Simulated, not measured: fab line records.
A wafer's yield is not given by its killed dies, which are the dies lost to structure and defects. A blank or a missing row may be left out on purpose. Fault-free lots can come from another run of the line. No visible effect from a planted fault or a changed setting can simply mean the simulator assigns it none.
Chamber matching | flow nand-harc | NHARC_A_BLC_CMP_25 on cmp-01: 4 sister chambers
The step polishes, t overpolish 30 s, target thk 150 nm. 8 wafers are shown with their chamber, then 9 later ones without.

== EACH WAFER AND ITS CHAMBER ==
wafer  | chamber | motor-current-A (A) | time-to-endpoint-s (s)
L082.2 | 0       | 11.9                | 28.7
L086.4 | 1       | 11.0                | 26.1
L087.1 | 3       | 13.8                | 33.6
L087.2 | 0       | 12.6                | 30.0
L087.5 | 3       | 15.0                | 32.3
L091.1 | 2       | 14.9                | 34.1
L091.5 | 2       | 14.5                | 34.1
L091.6 | 1       | 11.8                | 32.0

== WAFERS WHOSE CHAMBER IS MISSING ==
wafer  | motor-current-A (A) | time-to-endpoint-s (s)
L092.1 | 14.5                | 30.1
L092.5 | 13.7                | 30.1
L092.6 | 11.9                | 30.8
L095.1 | 11.4                | 31.1
L095.3 | 14.7                | 30.7
L095.5 | 11.9                | 27.3
L097.2 | 16.1                | 32.5
L097.3 | 11.8                | 30.4
L097.6 | 13.8                | 31.2

== WHICH CHAMBER EACH ONE RAN IN ==
wafer  | from the rows above          | in truth
L092.1 | can't be placed: 3 or 2      | 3
L092.5 | can't be placed: 3 or 0 or 2 | 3
L092.6 | can't be placed: 0 or 1      | 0
L095.1 | can't be placed: 1 or 0      | 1
L095.3 | can't be placed: 3 or 2      | 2
L095.5 | can't be placed: 0 or 1      | 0
L097.2 | can't be placed: 2 or 3      | 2
L097.3 | can't be placed: 0 or 1      | 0
L097.6 | can't be placed: 3 or 2 or 0 | 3
Placed correctly: 0 of 9. Can't be placed from these rows: 9 (the true chamber is among the candidates in 9). Number placed wrongly: 0.
How it was worked out, from the rows above alone: a wafer's distance from a chamber is the root of the sum, over the readings, of the square of ((its reading less the chamber's mean) divided by the reading's scatter). The wafer belongs to the nearest chamber; if the next one is less than 2 further off, it can't be placed. Each chamber's mean is taken over the wafers shown for it. How the scatter is found: for the shown wafers, subtract from each reading the mean of its chamber, square and add these, divide the total by (wafers less chambers), then take the root.
